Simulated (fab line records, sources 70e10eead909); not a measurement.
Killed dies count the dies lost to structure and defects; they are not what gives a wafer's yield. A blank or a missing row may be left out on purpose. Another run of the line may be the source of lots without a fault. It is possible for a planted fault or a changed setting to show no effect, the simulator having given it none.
Matching of chambers + flow nand_harc + NHARC_P_BONDPAD_CMP_32 on cmp-04 has 4 sister chambers
The step polishes SiCN, target thk 200 nm. 8 wafers are shown with their chamber, then 8 later ones without.

== EACH WAFER AND ITS CHAMBER ==
| wafer  | chamber | motor_current_A (A) |
|--------|---------|---------------------|
| L076.5 | 2       | 12.3                |
| L078.1 | 1       | 11.3                |
| L078.6 | 1       | 11.4                |
| L079.4 | 3       | 12.6                |
| L079.6 | 2       | 12.5                |
| L080.2 | 3       | 12.1                |
| L080.6 | 0       | 12.6                |
| L083.1 | 0       | 12.6                |

== WAFERS WITHOUT THEIR CHAMBER ==
| wafer  | motor_current_A (A) |
|--------|---------------------|
| L083.3 | 12.3                |
| L083.5 | 10.9                |
| L094.1 | 12.0                |
| L094.2 | 11.8                |
| L094.5 | 11.9                |
| L096.1 | 12.1                |
| L096.3 | 12.5                |
| L096.5 | 12.4                |

== WHICH CHAMBER EACH ONE RAN IN ==
| wafer  | from the rows above               | in truth |
|--------|-----------------------------------|----------|
| L083.3 | can't be placed: 3 or 2 or 0      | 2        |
| L083.5 | 1                                 | 1        |
| L094.1 | can't be placed: 3 or 2 or 0 or 1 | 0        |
| L094.2 | can't be placed: 1 or 3 or 2 or 0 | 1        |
| L094.5 | can't be placed: 3 or 2 or 1 or 0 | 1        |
| L096.1 | can't be placed: 3 or 2 or 0      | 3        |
| L096.3 | can't be placed: 0 or 2 or 3      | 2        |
| L096.5 | can't be placed: 2 or 3 or 0      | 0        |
Correct placement for 1 of the 8. Cannot be placed on the basis of these rows: 7; the candidates contain the true chamber in 7. Wrongly placed: 0.
How it was worked out, from the rows above alone: a wafer's distance from a chamber is the root of the sum, over the readings, of the square of ((its reading less the chamber's mean) divided by the reading's scatter). If the next closest chamber is less than 2 further off than the closest, the wafer can't be placed; otherwise it belongs to the closest. The mean given for a chamber averages the wafers shown for that chamber. The scatter: take each reading less its chamber's mean, square it, sum over the shown wafers, divide by the number of wafers less the number of chambers, and take the root.
